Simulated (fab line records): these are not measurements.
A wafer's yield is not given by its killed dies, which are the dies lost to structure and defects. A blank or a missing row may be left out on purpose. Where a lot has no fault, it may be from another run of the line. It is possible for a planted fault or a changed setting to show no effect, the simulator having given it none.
fab line records -- flow nand-harc
record: lots: 6, wafers: 18, last-day: 24
route steps=1159 shown A_BLC@977 END@1159
lots that met no fault: taken from a fault-free run of the same line
start-h: hours from the record's opening day to when the first of the lot's shown wafers began -- wait-h: hours since the lot's step before -- " identical to the entry in the row above -- L1.1+2: a row that stands for several wafers -- - value missing, or start not given -- * or withheld: withheld -- < > ~ a bound
route shown NAME@n: NAME is a module with steps in the file, n the number in the route of the first one -- usual: average and standard deviation across the fault-free wafers -- same: alike in all rows -- chamber/n: place in a boat -- sites: readings site by site -- _std_site: standard deviation across them -- _edge_site: mean of outer sites minus mean of inner sites -- radius-mm: for every site, how far away it sits from the centre of the wafer -- mask NAME#n: copy n -- behind: the tool/chamber that last shaped the wafer -- hold: what put the lot on hold/how long, in hours/how the hold closed -- device: transistor that didn't switch, given as n, p or np -- end of line: tests of these same wafers at the route's end -- a step given without rows: its recipe and nothing more -- killed: dies lost to structure and defects at the first sort, not the wafer's yield -- map: a wafer's dies, x killed, . not, _ none there
set.NAME: the setting that was run; set.NAME@STEP: the one run at that earlier step -- model.NAME: the simulator's own value behind a step, which no gauge read
lots seen at some steps along the route; tables by step, rows by wafer
services: from which hour (start-h, from the record's first day; less than 0 if before it) a tool's chamber was out of use, for how many hours, and why
== steps ==
step: NHARC_A_BLC_DESCUM_15
recipe: time-s: 3, o2-flow-sccm: 200, ar-flow-sccm: 0, bias-power-w: 0, chemistry: O2
usual: drypump-motor-current-A: 5.6/0.4, oes-product-au: 0.998/0.0086, rf-vpp-V: 57.9/0.85, showerhead-plenum-p-Torr: 1.90/0.075, throttle-valve-pct: 11.310/0.0091
lot.wafer,tool,chamber,start-h,wait-h,drypump-motor-current-A,oes-product-au,rf-hours-counter-h,rf-vpp-V,showerhead-plenum-p-Torr,throttle-valve-pct
L804.4,rie-diel-13,2,381.35,0.1,5.3,0.989,11,58.6,1.82,11.306
L804.6,rie-diel-13,2,381.35,0.1,5.3,1.008,-,58.1,1.82,11.300
L804.5,rie-diel-13,3,381.35,0.1,6.0,0.991,-,58.1,1.96,11.312
L805.2,rie-diel-13,1,398.00,0.1,5.8,0.992,13,57.0,1.94,11.307
L805.5,rie-diel-13,3,398.00,0.1,6.0,0.976,-,57.5,1.96,11.296
L805.6,rie-diel-13,0,398.00,0.1,5.5,0.988,-,57.6,1.95,11.302
L819.1,rie-diel-13,3,488.51,0.1,6.0,0.999,2,58.8,1.95,11.317
L819.5,rie-diel-13,0,488.51,0.1,5.5,0.995,-,57.5,1.95,11.312
L819.6,rie-diel-13,1,488.51,0.1,5.8,0.998,-,57.2,1.94,11.286
L822.3,rie-diel-04,3,505.37,0.1,6.0,1.019,3,57.1,1.77,11.310
L822.5,rie-diel-04,2,505.37,0.1,6.0,1.000,-,58.2,1.97,11.306
L822.4,rie-diel-04,3,505.37,0.1,6.0,1.007,-,57.6,1.77,11.305
L824.2,rie-diel-13,2,511.91,0.1,5.3,0.994,5,58.4,1.82,11.303
L824.1,rie-diel-13,1,511.91,0.1,5.8,0.999,5,58.2,1.94,11.315
L824.5,rie-diel-13,2,511.91,0.1,5.3,0.992,-,57.7,1.82,11.309
L827.2,rie-diel-04,1,525.96,0.1,5.0,1.011,7,56.6,1.92,11.303
L827.6,rie-diel-04,2,525.96,0.1,6.0,0.994,-,58.4,1.97,11.300
L827.5,rie-diel-04,3,525.96,0.1,6.0,1.016,-,56.3,1.77,11.314
step: NHARC_A_BLC_ETCH_16
recipe: target-depth-a: 390, over-etch-frac: 0.3, time-s: 65, ion-energy-ev: 80, cf4-flow-sccm: 150, ar-flow-sccm: 0, rf-w: 300, bias-w: 100, chemistry: CF4
step: NHARC_A_BLC_ETCH_17
recipe: target-depth-a: 3900, over-etch-frac: 0.25, time-s: 609.38, ion-energy-ev: 200, n2-flow-sccm: 150, h2-flow-sccm: 150, ar-flow-sccm: 0, rf-w: 400, bias-w: 150, chemistry: N2/H2
step: NHARC_A_BLC_ETCH_18
recipe: target-depth-a: 9100, c4f8-flow-sccm: 20, o2-flow-sccm: 10, ar-flow-sccm: withheld, rf-w: 600, bias-w: 1500, chemistry: C4F8/O2/Ar
usual: oes-product-au: 0.949/0.021, rf-vpp-V: 978/4.9
lot.wafer,tool,chamber,start-h,wait-h,oes-product-au,rf-hours-counter-h,rf-vpp-V
L804.4,rie-diel-13,1,-,-,0.986,11,980
L804.6,rie-diel-13,2,-,-,0.963,-,972
L804.5,rie-diel-13,3,-,-,0.960,-,982
L805.2,rie-diel-13,3,-,-,0.920,11,981
L805.5,rie-diel-13,1,-,-,0.936,-,981
L805.6,rie-diel-13,2,-,-,0.930,-,972
L819.1,rie-diel-13,3,-,-,0.957,2,981
L819.5,rie-diel-13,2,-,-,0.947,-,972
L819.6,rie-diel-13,3,-,-,0.948,-,981
L822.3,rie-diel-04,1,-,-,0.972,4,978
L822.5,rie-diel-04,1,-,-,0.961,-,977
L822.4,rie-diel-04,2,-,-,0.962,-,982
L824.2,rie-diel-13,3,-,-,0.920,5,982
L824.1,rie-diel-13,0,-,-,0.916,5,979
L824.5,rie-diel-13,3,-,-,0.922,-,981
L827.2,rie-diel-04,1,-,-,0.960,7,978
L827.5,rie-diel-04,3,-,-,0.948,-,968
L827.6,rie-diel-04,2,-,-,0.952,-,982
step: NHARC_A_BLC_CD_MEAS_19
usual: cd-nm: 100.0/1.4
lot.wafer,tool,chamber,start-h,wait-h,cd-nm
L804.4,cd-sem-01,-,382.32,-,97.1
L804.5,cd-sem-01,-,382.32,-,102.1
L804.6,cd-sem-01,-,382.32,-,98.9
L805.2,cd-sem-01,-,398.96,-,100.9
L805.5,cd-sem-01,-,398.96,-,100.8
L805.6,cd-sem-01,-,398.96,-,99.7
L819.1,cd-sem-03,-,489.45,-,101.5
L819.5,cd-sem-03,-,489.45,-,102.2
L819.6,cd-sem-03,-,489.45,-,98.2
L822.3,cd-sem-03,-,506.50,-,99.9
L822.4,cd-sem-03,-,506.50,-,100.7
L822.5,cd-sem-03,-,506.50,-,100.5
L824.1,cd-sem-02,-,512.88,-,98.3
L824.2,cd-sem-02,-,512.88,-,99.4
L824.5,cd-sem-02,-,512.88,-,99.8
L827.2,cd-sem-01,-,527.10,-,99.6
L827.5,cd-sem-01,-,527.10,-,98.1
L827.6,cd-sem-01,-,527.10,-,99.7
step: NHARC_A_BLC_STRIP_29
recipe: cf4-flow-sccm: 150, ar-flow-sccm: 0, bias-w: 0, chemistry: CF4
step: NHARC_A_BLC_STRIP_21
recipe: o2-flow-sccm: 500, ar-flow-sccm: 0, bias-w: 0, chemistry: O2
usual: drypump-motor-current-A: 5.6/0.41, oes-product-au: 0.999/0.0069, rf-vpp-V: 57.9/0.87, showerhead-plenum-p-Torr: 3.51/0.13, throttle-valve-pct: 17.037/0.0096
lot.wafer,tool,chamber,start-h,wait-h,drypump-motor-current-A,oes-product-au,rf-hours-counter-h,rf-vpp-V,showerhead-plenum-p-Torr,throttle-valve-pct
L804.4,rie-diel-04,1,382.50,0.1,5.0,0.993,9,60.1,3.55,17.052
L804.6,rie-diel-04,0,382.50,0.1,5.3,0.997,-,58.3,3.53,17.025
L804.5,rie-diel-04,1,382.50,0.1,5.0,0.998,-,57.2,3.55,17.036
L805.2,rie-diel-13,0,399.15,0.1,5.5,0.991,12,56.5,3.59,17.045
L805.5,rie-diel-13,2,399.15,0.1,5.3,1.004,-,58.4,3.36,17.032
L805.6,rie-diel-13,3,399.15,0.1,6.0,0.989,-,59.0,3.60,17.044
L819.1,rie-diel-13,1,489.64,0.1,5.8,1.002,2,58.9,3.58,17.034
L819.6,rie-diel-13,3,489.64,0.1,6.0,1.015,-,57.8,3.60,17.035
L819.5,rie-diel-13,0,489.64,0.1,5.5,1.003,-,57.8,3.59,17.034
L822.3,rie-diel-13,1,506.68,0.1,5.8,0.990,4,58.3,3.58,17.035
L822.4,rie-diel-13,2,506.68,0.1,5.2,0.995,4,56.5,3.36,17.038
L822.5,rie-diel-13,1,506.68,0.1,5.8,0.987,-,58.1,3.58,17.033
L824.2,rie-diel-13,0,513.08,0.1,5.5,0.994,5,56.8,3.59,17.055
L824.1,rie-diel-13,1,513.08,0.1,5.9,1.006,5,56.5,3.58,17.023
L824.5,rie-diel-13,3,513.08,0.1,6.0,1.005,-,58.7,3.60,17.046
L827.2,rie-diel-04,1,527.32,0.1,5.0,1.007,7,57.6,3.54,17.043
L827.6,rie-diel-04,1,527.32,0.1,5.0,1.009,-,57.7,3.54,17.036
L827.5,rie-diel-04,2,527.32,0.1,6.1,1.002,-,57.5,3.63,17.054
step: NHARC_A_BLC_STRIP_22
recipe: time-s: 600, temp-c: 30, chemistry: post-etch-residue-remover
step: NHARC_A_BLC_DEGAS_30
recipe: temp-c: 300, time-s: 60
step: NHARC_A_BLC_PRE_CLEAN_31
recipe: time-s: 15, bias-v: 250, gas: Ar
step: NHARC_A_BLC_PVD_32
recipe: target-thk-a: 50, chamber-pressure-pa: 5, power-w: 5000, substrate-temp-c: 200, time-s: 17.7, material: Ti
usual: throttle-valve-pct: 29.8/1.1
lot.wafer,tool,chamber,start-h,wait-h,throttle-valve-pct
L804.4,pvd-sputter-02,-,-,-,30.5
L804.6,pvd-sputter-02,-,-,-,30.3
L804.5,pvd-sputter-02,-,-,-,30.6
L805.2,pvd-sputter-03,-,-,-,28.4
L805.5,pvd-sputter-03,-,-,-,31.9
L805.6,pvd-sputter-03,-,-,-,29.2
L819.1,pvd-sputter-03,-,-,-,32.0
L819.6,pvd-sputter-03,-,-,-,27.6
L819.5,pvd-sputter-03,-,-,-,31.7
L822.4,pvd-sputter-03,-,-,-,31.7
L822.3,pvd-sputter-03,-,-,-,29.1
L822.5,pvd-sputter-03,-,-,-,31.7
L824.1,pvd-sputter-01,-,-,-,30.2
L824.2,pvd-sputter-01,-,-,-,29.6
L824.5,pvd-sputter-01,-,-,-,29.3
L827.2,pvd-sputter-03,-,-,-,29.3
L827.6,pvd-sputter-03,-,-,-,29.0
L827.5,pvd-sputter-03,-,-,-,30.0
step: NHARC_A_BLC_ALD_23
recipe: target-thk-a: 30, pulse-time-s: 1, ald-cycles: 150, temp-c: 450, material: TiN
usual: heater-power-w: 1073/72, precursor-pulse-height-rel: 1.000/0.021
lot.wafer,tool,chamber,start-h,wait-h,heater-power-w,precursor-pulse-height-rel
L804.4,ald-metal-02,0,383.15,-,886,0.978
L804.6,ald-metal-02,0,383.15,-,917,1.007
L804.5,ald-metal-02,1,383.15,-,1120,1.015
L805.2,ald-metal-01,2,399.86,-,1094,1.009
L805.5,ald-metal-01,3,399.86,-,1164,0.999
L805.6,ald-metal-01,0,399.86,-,1120,1.015
L819.1,ald-metal-03,0,490.32,-,1058,0.988
L819.5,ald-metal-03,0,490.32,-,1027,0.988
L819.6,ald-metal-03,1,490.32,-,1072,1.022
L822.4,ald-metal-01,0,507.34,-,1166,0.990
L822.3,ald-metal-01,3,507.34,-,1125,0.998
L822.5,ald-metal-01,1,507.34,-,989,0.975
L824.2,ald-metal-03,2,513.76,-,1126,0.997
L824.1,ald-metal-03,3,513.76,-,1048,0.997
L824.5,ald-metal-03,1,513.76,-,1040,1.014
L827.2,ald-metal-01,0,528.04,-,1168,0.991
L827.5,ald-metal-01,3,528.04,-,1140,1.020
L827.6,ald-metal-01,0,528.04,-,1183,0.995
step: NHARC_A_BLC_CVD_24
recipe: target-thk-a: 1500, temp-c: 300, pressure-torr: 40, wf6-flow-sccm: 40, h2-flow-sccm: 1600, ar-flow-sccm: 1560, time-s: 434, material: W
usual: chamber-pressure-Torr: 40.01/0.077, heater-power-outer-w: 268/11, heater-power-w: 495/22, mfc-h2-sccm: 1600/4.7, throttle-valve-pct: 7.96/0.22
lot.wafer,tool,chamber,start-h,wait-h,chamber-pressure-Torr,heater-power-outer-w,heater-power-w,mfc-h2-sccm,throttle-valve-pct
L804.4,cvd-w-01,1,383.57,-,40.11,258,457,1595,7.90
L804.6,cvd-w-01,0,383.57,-,39.89,254,487,1604,8.00
L804.5,cvd-w-01,1,383.57,-,39.97,262,462,1592,8.00
L805.2,cvd-w-02,0,403.36,-,39.93,269,486,1594,7.71
L805.5,cvd-w-02,1,403.36,-,40.09,286,522,1605,7.91
L805.6,cvd-w-02,0,403.36,-,39.98,270,482,1593,7.90
L819.1,cvd-w-02,1,499.70,-,-,-,-,-,-
L819.5,cvd-w-02,0,499.70,-,-,-,-,-,-
L819.6,cvd-w-02,1,499.70,-,-,-,-,-,-
L822.4,cvd-w-01,1,507.69,-,-,-,-,-,-
L822.3,cvd-w-01,0,507.69,-,-,-,-,-,-
L822.5,cvd-w-01,0,507.69,-,-,-,-,-,-
L824.2,cvd-w-02,0,515.78,-,40.02,273,506,1609,7.84
L824.1,cvd-w-02,1,515.78,-,39.99,276,531,1608,7.91
L824.5,cvd-w-02,1,515.78,-,39.98,284,510,1604,7.97
L827.2,cvd-w-02,0,529.21,-,40.03,268,497,1597,8.09
L827.6,cvd-w-02,1,529.21,-,40.10,286,526,1607,7.79
L827.5,cvd-w-02,0,529.21,-,40.19,271,512,1597,8.11
step: NHARC_A_BLC_CMP_25
recipe: t-overpolish-s: 30, target-thk-nm: 150
usual: motor-current-A: 12.8/1, overpolish-run-s: 30.000/0.0096, slurry-flow-ml-min: 150.0/0.45, time-to-endpoint-s: 29.9/2
lot.wafer,tool,chamber,start-h,wait-h,motor-current-A,overpolish-run-s,slurry-flow-ml-min,time-to-endpoint-s
L804.4,cmp-04,2,383.89,0.2,13.7,29.998,150.3,30.2
L804.6,cmp-04,2,383.89,0.2,13.5,30.003,149.9,28.8
L804.5,cmp-04,3,383.89,0.2,13.5,30.012,149.3,30.7
L805.2,cmp-04,3,403.84,0.4,13.7,29.998,149.8,29.4
L805.6,cmp-04,2,403.84,0.4,13.3,29.979,150.2,32.3
L805.5,cmp-04,3,403.84,0.4,13.1,30.006,150.4,27.3
L819.1,cmp-03,2,500.16,0.4,13.0,30.000,149.8,1.6
L819.6,cmp-03,2,500.16,0.4,13.4,30.021,150.0,2.5
L819.5,cmp-03,3,500.16,0.4,11.1,29.999,149.9,2.1
L822.4,cmp-04,3,508.08,0.3,13.1,29.998,150.1,0.0
L822.3,cmp-04,2,508.08,0.3,13.6,29.993,150.4,0.0
L822.5,cmp-04,3,508.08,0.3,13.1,30.000,149.7,0.2
L824.2,cmp-04,2,516.32,0.5,13.4,30.023,149.6,30.6
L824.1,cmp-04,3,516.32,0.5,13.2,29.992,150.5,29.9
L824.5,cmp-04,2,516.32,0.5,13.1,30.006,149.9,28.1
L827.2,cmp-04,3,529.71,0.4,13.5,29.993,149.9,29.0
L827.5,cmp-04,1,529.71,0.4,13.3,30.007,150.2,31.2
L827.6,cmp-04,2,529.71,0.4,12.6,29.997,150.3,30.5
step: NHARC_END_SORT_01
recipe: temp-c: 25
usual: killed-at-array: 27/10, killed-at-other: 0.6/1, killed-at-periphery: 3.4/2.7, killed-dies: 31/9.7, killed-open: 3.4/1.7, killed-short: 2.2/1.5
same: gross-dies: 677
lot.wafer,tool,chamber,start-h,wait-h,killed-at-array,killed-at-other,killed-at-periphery,killed-dies,killed-open,killed-short
L804.4,prober-01,0,430.94,3.4,39,3,2,44,6,1
L804.5,prober-01,0,431.74,3.7,34,2,1,37,1,3
L804.6,prober-01,0,432.55,4.0,33,0,5,38,4,4
L805.2,prober-01,0,451.19,2.8,23,1,4,28,1,3
L805.5,prober-01,0,453.59,3.7,21,0,4,25,2,3
L805.6,prober-01,0,454.40,4.0,25,2,4,31,5,3
L819.1,prober-01,0,540.63,2.5,676,0,1,677,0,0
L819.5,prober-01,0,543.88,3.7,674,0,3,677,4,3
L819.6,prober-01,0,544.69,4.1,676,0,1,677,1,2
L822.3,prober-01,0,556.53,3.1,675,1,1,677,6,1
L822.4,prober-01,0,557.34,3.4,676,1,0,677,4,4
L822.5,prober-01,0,558.15,3.7,674,1,2,677,3,5
L824.1,prober-01,0,562.76,2.5,32,0,4,36,2,2
L824.2,prober-01,0,563.58,2.8,34,0,0,34,5,4
L824.5,prober-01,0,566.02,3.8,27,0,0,27,3,2
L827.2,prober-02,0,567.82,2.8,23,0,12,35,5,0
L827.5,prober-02,0,570.19,3.6,22,0,13,35,7,2
L827.6,prober-02,0,570.97,3.9,21,0,4,25,1,2
killed by level:class
L804.4 A_CHANNEL_HOLE_D1:chamber-film-flake=15 A_SLIT:chamber-film-flake=8 A_STAIRCASE:chamber-film-flake=4 A_SGD_CUT:chamber-film-flake=3 THIN_TSV:chamber-film-flake=3 A_WL_FILL:geometric-particle:open=2 A_M0:geometric-particle:open=2 A_CONTACT:chamber-film-flake=2
L804.5 A_CHANNEL_HOLE_D1:chamber-film-flake=12 A_SLIT:chamber-film-flake=9 A_SGD_CUT:chamber-film-flake=4 A_CONTACT:chamber-film-flake=3 THIN_TSV:chamber-film-flake=2 A_SOURCE_PLATE:geometric-particle:short=1 A_ONON_D1:geometric-particle:short=1 A_CONTACT:geometric-particle:open=1
L804.6 A_CHANNEL_HOLE_D1:chamber-film-flake=13 A_SLIT:chamber-film-flake=7 A_CONTACT:geometric-particle:short=2 P_STI:chamber-film-flake=2 A_ZERO_WELL:chamber-film-flake=2 A_SGD_CUT:chamber-film-flake=2 P_GATE:geometric-particle:open=1 P_M1:geometric-particle:open=1
L805.2 A_CHANNEL_HOLE_D1:chamber-film-flake=7 A_SLIT:chamber-film-flake=7 A_WL_FILL:chamber-film-flake=4 A_STAIRCASE:chamber-film-flake=2 P_M0:geometric-particle:short=1 P_M2:geometric-particle:open=1 A_SGD_CUT:geometric-particle:short=1 P_STI:chamber-film-flake=1
L805.5 A_CHANNEL_HOLE_D1:chamber-film-flake=7 A_SLIT:chamber-film-flake=6 A_WL_FILL:geometric-particle:short=3 A_STAIRCASE:chamber-film-flake=2 A_CONTACT:chamber-film-flake=2 P_GATE:geometric-particle:open=1 P_M2:geometric-particle:open=1 P_STI:chamber-film-flake=1
L805.6 A_CHANNEL_HOLE_D1:chamber-film-flake=13 A_SLIT:chamber-film-flake=5 A_WL_FILL:geometric-particle:short=2 A_STAIRCASE:chamber-film-flake=2 P_M0:geometric-particle:open=1 P_M1:geometric-particle:open=1 P_M1:geometric-particle:short=1 A_ONON_D1:geometric-particle:open=1
L819.1 A_BLC:area-cvd=650 A_SLIT:chamber-film-flake=15 A_CHANNEL_HOLE_D1:chamber-film-flake=5 A_CONTACT:chamber-film-flake=5 P_GATE:chamber-film-flake=1 A_CHANNEL_FILL_D1:chamber-film-flake=1
L819.5 A_BLC:area-cvd=655 A_SLIT:chamber-film-flake=7 A_CHANNEL_HOLE_D1:chamber-film-flake=4 A_CONTACT:chamber-film-flake=3 A_WL_FILL:geometric-particle:short=2 P_STI:geometric-particle:open=1 P_STI:geometric-particle:short=1 P_CONTACT:geometric-particle:open=1
L819.6 A_BLC:area-cvd=641 A_SLIT:chamber-film-flake=19 A_CHANNEL_HOLE_D1:chamber-film-flake=8 A_CONTACT:chamber-film-flake=4 A_ONON_D1:geometric-particle:short=1 A_CHANNEL_FILL_D1:geometric-particle:short=1 A_CONTACT:geometric-particle:open=1 P_STI:chamber-film-flake=1
L822.3 A_BLC:area-cvd=636 A_CHANNEL_HOLE_D1:chamber-film-flake=20 A_SLIT:chamber-film-flake=11 A_CONTACT:geometric-particle:open=4 P_M0:geometric-particle:open=1 A_WL_FILL:geometric-particle:short=1 A_M0:geometric-particle:open=1 A_SGD_CUT:chamber-film-flake=1
L822.4 A_BLC:area-cvd=632 A_SLIT:chamber-film-flake=15 A_CHANNEL_HOLE_D1:chamber-film-flake=14 A_SGD_CUT:chamber-film-flake=6 A_CONTACT:geometric-particle:open=2 A_ONON_D1:geometric-particle:short=1 A_CHANNEL_FILL_D1:geometric-particle:short=1 A_WL_FILL:geometric-particle:open=1
L822.5 A_BLC:area-cvd=638 A_CHANNEL_HOLE_D1:chamber-film-flake=15 A_SLIT:chamber-film-flake=8 A_SGD_CUT:chamber-film-flake=3 A_STAIRCASE:chamber-film-flake=2 P_M0:geometric-particle:short=1 P_M2:geometric-particle:short=1 A_ONON_D1:geometric-particle:open=1
L824.1 A_CHANNEL_HOLE_D1:chamber-film-flake=22 A_STAIRCASE:chamber-film-flake=4 A_CONTACT:chamber-film-flake=3 P_STI:geometric-particle:short=1 P_M0:geometric-particle:open=1 A_ONON_D1:geometric-particle:open=1 A_ONON_D1:geometric-particle:short=1 P_ZERO_WELL:chamber-film-flake=1
L824.2 A_CHANNEL_HOLE_D1:chamber-film-flake=20 A_CONTACT:geometric-particle:short=2 A_CONTACT:geometric-particle:open=2 A_STAIRCASE:chamber-film-flake=2 A_CONTACT:chamber-film-flake=2 A_ONON_D1:geometric-particle:short=1 A_CHANNEL_FILL_D1:geometric-particle:open=1 A_WL_FILL:geometric-particle:short=1
L824.5 A_CHANNEL_HOLE_D1:chamber-film-flake=18 A_WL_FILL:geometric-particle:short=2 A_ONON_D1:geometric-particle:open=1 A_CHANNEL_FILL_D1:geometric-particle:open=1 A_WL_FILL:geometric-particle:open=1 A_SLIT:chamber-film-flake=1 A_CHANNEL_FILL_D1:chamber-film-flake=1 A_STAIRCASE:chamber-film-flake=1
L827.2 A_CHANNEL_HOLE_D1:chamber-film-flake=8 A_CONTACT:chamber-film-flake=6 A_WL_FILL:chamber-film-flake=5 P_STI:chamber-film-flake=3 P_GATE:chamber-film-flake=3 P_M1:chamber-film-flake=3 P_M0:geometric-particle:open=2 A_CONTACT:geometric-particle:open=1
L827.5 A_CONTACT:chamber-film-flake=7 P_M1:chamber-film-flake=5 A_STAIRCASE:chamber-film-flake=5 P_GATE:geometric-particle:open=3 A_CHANNEL_HOLE_D1:chamber-film-flake=3 P_STI:chamber-film-flake=2 P_CONTACT:geometric-particle:short=1 P_M0:geometric-particle:open=1
L827.6 A_CHANNEL_HOLE_D1:chamber-film-flake=9 P_M1:chamber-film-flake=4 A_WL_FILL:chamber-film-flake=3 A_CONTACT:chamber-film-flake=3 A_BONDPAD:chamber-film-flake=2 A_CHANNEL_FILL_D1:geometric-particle:short=1 A_CONTACT:geometric-particle:short=1 A_M0:geometric-particle:open=1
map L819.1 (x killed, . not)
____________x____________
_________xxxxxxx_________
_______xxxxxxxxxxx_______
______xxxxxxxxxxxxx______
_____xxxxxxxxxxxxxxx_____
____xxxxxxxxxxxxxxxxx____
____xxxxxxxxxxxxxxxxx____
___xxxxxxxxxxxxxxxxxxx___
___xxxxxxxxxxxxxxxxxxx___
__xxxxxxxxxxxxxxxxxxxxx__
__xxxxxxxxxxxxxxxxxxxxx__
_xxxxxxxxxxxxxxxxxxxxxxx_
_xxxxxxxxxxxxxxxxxxxxxxx_
_xxxxxxxxxxxxxxxxxxxxxxx_
_xxxxxxxxxxxxxxxxxxxxxxx_
_xxxxxxxxxxxxxxxxxxxxxxx_
xxxxxxxxxxxxxxxxxxxxxxxxx
xxxxxxxxxxxxxxxxxxxxxxxxx
xxxxxxxxxxxxxxxxxxxxxxxxx
xxxxxxxxxxxxxxxxxxxxxxxxx
xxxxxxxxxxxxxxxxxxxxxxxxx
_xxxxxxxxxxxxxxxxxxxxxxx_
_xxxxxxxxxxxxxxxxxxxxxxx_
_xxxxxxxxxxxxxxxxxxxxxxx_
_xxxxxxxxxxxxxxxxxxxxxxx_
_xxxxxxxxxxxxxxxxxxxxxxx_
__xxxxxxxxxxxxxxxxxxxxx__
__xxxxxxxxxxxxxxxxxxxxx__
___xxxxxxxxxxxxxxxxxxx___
___xxxxxxxxxxxxxxxxxxx___
____xxxxxxxxxxxxxxxxx____
____xxxxxxxxxxxxxxxxx____
_____xxxxxxxxxxxxxxx_____
______xxxxxxxxxxxxx______
_______xxxxxxxxxxx_______
_________xxxxxxx_________
____________x____________
map L822.3 (x killed, . not)
____________x____________
_________xxxxxxx_________
_______xxxxxxxxxxx_______
______xxxxxxxxxxxxx______
_____xxxxxxxxxxxxxxx_____
____xxxxxxxxxxxxxxxxx____
____xxxxxxxxxxxxxxxxx____
___xxxxxxxxxxxxxxxxxxx___
___xxxxxxxxxxxxxxxxxxx___
__xxxxxxxxxxxxxxxxxxxxx__
__xxxxxxxxxxxxxxxxxxxxx__
_xxxxxxxxxxxxxxxxxxxxxxx_
_xxxxxxxxxxxxxxxxxxxxxxx_
_xxxxxxxxxxxxxxxxxxxxxxx_
_xxxxxxxxxxxxxxxxxxxxxxx_
_xxxxxxxxxxxxxxxxxxxxxxx_
xxxxxxxxxxxxxxxxxxxxxxxxx
xxxxxxxxxxxxxxxxxxxxxxxxx
xxxxxxxxxxxxxxxxxxxxxxxxx
xxxxxxxxxxxxxxxxxxxxxxxxx
xxxxxxxxxxxxxxxxxxxxxxxxx
_xxxxxxxxxxxxxxxxxxxxxxx_
_xxxxxxxxxxxxxxxxxxxxxxx_
_xxxxxxxxxxxxxxxxxxxxxxx_
_xxxxxxxxxxxxxxxxxxxxxxx_
_xxxxxxxxxxxxxxxxxxxxxxx_
__xxxxxxxxxxxxxxxxxxxxx__
__xxxxxxxxxxxxxxxxxxxxx__
___xxxxxxxxxxxxxxxxxxx___
___xxxxxxxxxxxxxxxxxxx___
____xxxxxxxxxxxxxxxxx____
____xxxxxxxxxxxxxxxxx____
_____xxxxxxxxxxxxxxx_____
______xxxxxxxxxxxxx______
_______xxxxxxxxxxx_______
_________xxxxxxx_________
____________x____________
== services ==
tool,chamber,start-h,hours,kind
cvd-w-02,-,381.82,13.0,pm
rie-diel-13,3,384.56,8.6,repair
pvd-sputter-03,-,390.24,1.1,repair
cmp-04,-,397.31,0.6,repair
cmp-04,-,399.00,4.0,pm
pvd-sputter-03,-,408.89,3.2,repair
cmp-04,-,414.31,3.6,repair
ald-metal-01,-,418.08,0.6,repair
ald-metal-03,2,423.43,4.2,repair
pvd-sputter-03,-,428.79,1.3,repair
ald-metal-01,1,432.42,20.5,repair
rie-diel-13,-,453.00,9.0,pm
rie-diel-04,2,456.85,3.1,repair
ald-metal-01,-,458.00,10.0,pm
pvd-sputter-03,-,458.00,10.0,pm
rie-diel-04,-,466.09,9.0,pm
cvd-w-01,-,474.10,13.0,pm
ald-metal-03,3,480.99,26.5,repair
rie-diel-04,2,490.01,6.0,repair
pvd-sputter-03,-,494.36,1.8,repair
rie-diel-04,0,495.67,81.4,repair
cmp-04,-,497.00,4.0,pm
ald-metal-03,-,500.00,10.0,pm
pvd-sputter-03,-,528.21,18.2,repair
== key ==
first-sign: step: NHARC_A_BLC_CVD_24, reading: tool-record, direction: missing
effect: step: NHARC_A_BLC_CMP_25, reading: time-to-endpoint-s, direction: down, sigmas: 14, usual: *, struck: *
effect: step: NHARC_END_SORT_01, reading: killed-dies, direction: up, sigmas: 67, usual: 31, struck: 677
more-kills-born-at: NHARC_A_BLC_CVD_24@cvd-w-02: 1946, NHARC_A_BLC_CVD_24@cvd-w-01: 1906
met-at NHARC_A_BLC_CVD_24
struck-wafers L819.1,L819.5,L819.6,L822.3,L822.4,L822.5
later-rows-left-out L819.1,L819.5,L819.6,L822.3,L822.4,L822.5
tester-left-out L819,L822
onset-between 403.36 499.70
fault: kind: skipped-step-whole, tool: cvd-w-01,cvd-w-02, chamber: -, onset-h: 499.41, steps: NHARC_A_BLC_CVD_24, scope: struck-lots-only
tester-left-out: of these lots the tester's yield and bins aren't shown, on N5 and GAA mostly nor the transistor test; their killed dies are dies lost to structure and defects alone, not to doping, threshold or leakage, so they don't give the yield
later-rows-left-out: the simulator's readings of these wafers behind a module that went badly wrong aren't trusted and aren't shown, but for the sort
